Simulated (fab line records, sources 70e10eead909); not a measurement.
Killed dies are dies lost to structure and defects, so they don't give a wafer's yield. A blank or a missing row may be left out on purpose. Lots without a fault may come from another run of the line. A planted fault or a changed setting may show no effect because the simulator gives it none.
Chamber matching | flow nand_harc | NHARC_A_M0_PRE_CLEAN_31 on pecvd-03: 3 sister chambers
The step time 12 s. 3 wafers are shown with their chamber, then 7 later ones without.

WAFERS WITH THEIR CHAMBER
wafer  | chamber | heater_power_w (W)
L086.3 | 0       | 646
L087.1 | 1       | 661
L087.2 | 2       | 599

WAFERS WITHOUT THEIR CHAMBER
wafer  | heater_power_w (W)
L087.5 | 664
L091.1 | 657
L091.5 | 694
L091.6 | 639
L093.1 | 655
L093.2 | 659
L093.5 | 672

WHICH CHAMBER EACH WENT THROUGH
wafer  | from the rows above     | in truth
L087.5 | can't be placed: 1 or 0 | 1
L091.1 | can't be placed: 1 or 0 | 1
L091.5 | can't be placed: 1 or 0 | 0
L091.6 | can't be placed: 0 or 1 | 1
L093.1 | can't be placed: 1 or 0 | 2
L093.2 | can't be placed: 1 or 0 | 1
L093.5 | can't be placed: 1 or 0 | 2
Placed correctly: 0 of 7. Can't be placed from these rows: 7 (the true chamber is among the candidates in 5). Placed wrongly: 0.
How it was worked out, from the rows above alone: a wafer's distance from a chamber is the root of the sum, over the readings, of the square of ((its reading less the chamber's mean) divided by the reading's scatter). The wafer belongs to the nearest chamber; if the next one is less than 2 further off, it can't be placed. A chamber's mean is the mean of its shown wafers. The scatter: with one shown wafer a chamber, the root of the mean of the squares of how far each hidden wafer lies from its nearest shown one.
